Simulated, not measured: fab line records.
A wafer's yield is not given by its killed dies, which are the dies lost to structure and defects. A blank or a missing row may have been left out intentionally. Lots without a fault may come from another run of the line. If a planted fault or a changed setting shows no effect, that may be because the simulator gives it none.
Split-lot trial -- flow n5 finfet -- on a route of 1938 steps: 7 lots, 39 wafers read

== ON THE SPLIT ==
At N5_SD_EPI_N_EPI_21 (deposits Si:P, time 690 s), the setting time s was moved away from the recipe's 690 s on 15 of the 39 wafers read, by -16.0% to +13.1%. All remaining wafers had this setting at the recipe value.

== FROM THE SPLIT TO THE READING: what the file shows between them, 5 steps ==
- N5_SD_EPI_N_EPI_MEAS_23
- N5_SD_EPI_N_PRECLEAN_24: cleans in O3/DIW, time 60 s
- N5_SD_EPI_N_SRD_25: time 30 s
- N5_SD_ACTIVATION_RTA_00: time 0 s
- N5_SD_ACTIVATION_LSA_01: time 0.0008 s

== THE READING ==
Measured at N5_SD_ACTIVATION_RS_MEAS_03 by four-point probe: RS_SD_N, in ohm/sq. Typical for fault-free wafers on this fab line: 21.9 ohm/sq, with standard deviation 0.34 ohm/sq.

wafer,"tool, chamber at the split","time s as run, s",against the recipe,"RS_SD_N, ohm/sq",against lot-mates on the recipe
L074.1,"epi rpcvd-02, 0",579.5,-16.0%,24.9,+3.1
L074.2,"epi rpcvd-02, 0",690,recipe,21.7,-
L074.3,"epi rpcvd-02, 0",579.5,-16.0%,24.5,+2.7
L074.4,"epi rpcvd-02, 0",690,recipe,21.8,-
L074.5,"epi rpcvd-02, 0",579.5,-16.0%,24.5,+2.7
L074.6,"epi rpcvd-02, 0",690,recipe,21.8,-
L077.1,"epi rpcvd-04, 0",690,recipe,21.6,-
L077.2,"epi rpcvd-04, 0",690,recipe,22.0,-
L077.3,"epi rpcvd-04, 0",780.1,+13.1%,19.9,-1.9
L077.4,"epi rpcvd-04, 0",780.1,+13.1%,19.8,-2.0
L077.5,"epi rpcvd-04, 0",780.1,+13.1%,20.0,-1.8
L077.6,"epi rpcvd-04, 0",690,recipe,21.7,-
L079.1,"epi rpcvd-04, 0",690,recipe,21.9,-
L079.2,"epi rpcvd-04, 0",690,recipe,21.5,-
L079.3,"epi rpcvd-04, 0",690,recipe,21.4,-
L082.1,"epi rpcvd-01, 0",690,recipe,22.2,-
L082.2,"epi rpcvd-01, 0",600.8,-12.9%,23.9,+1.9
L082.3,"epi rpcvd-01, 0",600.8,-12.9%,24.0,+2.0
L082.4,"epi rpcvd-01, 0",690,recipe,21.9,-
L082.5,"epi rpcvd-01, 0",690,recipe,21.8,-
L082.6,"epi rpcvd-01, 0",600.8,-12.9%,24.4,+2.4
L086.1,"epi rpcvd-04, 0",690,recipe,21.8,-
L086.2,"epi rpcvd-04, 0",690,recipe,21.6,-
L086.3,"epi rpcvd-04, 0",690,recipe,22.0,-
L086.4,"epi rpcvd-04, 0",690,recipe,21.9,-
L086.5,"epi rpcvd-04, 0",690,recipe,22.1,-
L086.6,"epi rpcvd-04, 0",690,recipe,21.8,-
L087.1,"epi rpcvd-01, 0",608.7,-11.8%,23.6,+2.1
L087.2,"epi rpcvd-01, 0",608.7,-11.8%,23.6,+2.1
L087.3,"epi rpcvd-01, 0",608.7,-11.8%,23.5,+2.0
L087.4,"epi rpcvd-01, 0",690,recipe,21.5,-
L087.5,"epi rpcvd-01, 0",690,recipe,21.5,-
L087.6,"epi rpcvd-01, 0",690,recipe,21.6,-
L088.1,"epi rpcvd-01, 0",690,recipe,21.8,-
L088.2,"epi rpcvd-01, 0",761.6,+10.4%,20.2,-1.6
L088.3,"epi rpcvd-01, 0",761.6,+10.4%,20.7,-1.1
L088.4,"epi rpcvd-01, 0",690,recipe,21.6,-
L088.5,"epi rpcvd-01, 0",690,recipe,22.1,-
L088.6,"epi rpcvd-01, 0",761.6,+10.4%,20.4,-1.4

THE FIT
A straight line over all 39 wafers: RS_SD_N changes by -0.159 ohm/sq for each +1% of time s; r = -0.98; the points scatter about the line by 0.24 ohm/sq.
The same after taking each lot's own level away (the mean of its wafers on the recipe; 39 wafers): -0.161 ohm/sq for each +1%; r = -0.99; scatter 0.2 ohm/sq.
That fit puts the effect of the largest move of time s on the reading at 2.6 ohm/sq.
The lots' own levels span 21.53 to 21.97 ohm/sq, that is 1.3 times the standard deviation above.
The two slopes agree, so the slope changes little with the lot-to-lot level.
Check: +2.59 ohm/sq against its lot-mates is what the line predicts for one of the wafers moved furthest among these (-16.0%) when that wafer is left out of the fit. Against them it came out at +3.13 ohm/sq.

== OTHER SPLITS ON THESE WAFERS ==
These wafers also went through other splits before the reading. Each is held against what the fit with the lots' levels taken away leaves over:
other split on the same wafers,wafers away from the commonest value,r with RS_SD_N (lot level and that fit taken away)
N5_DUMMY_GATE_ETCH_32 time s,9,+0.01

== THE WHOLE CHAIN: every reading that the file lists as answering this split, in the file's order ==
step,what it does,reading,change (the file's fit),r (the file's)
N5_SD_EPI_N_EPI_21,"deposits Si:P, time 690 s","Si-P_of_SD_EPI_N_EPI_21.thk nm (the simulator's own value, which no gauge read)",+0.423 nm for each +1% of the setting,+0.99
N5_SD_EPI_N_EPI_MEAS_23,,thk nm,withheld for each +1% of the setting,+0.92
N5_SD_ACTIVATION_RS_MEAS_03,measures by four-point-probe,RS_SD_N,-0.162 for each +1% of the setting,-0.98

== FILE'S OWN FIT ==
RS_SD_N changes by -0.162 ohm/sq for each +1% of time s, r = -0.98.
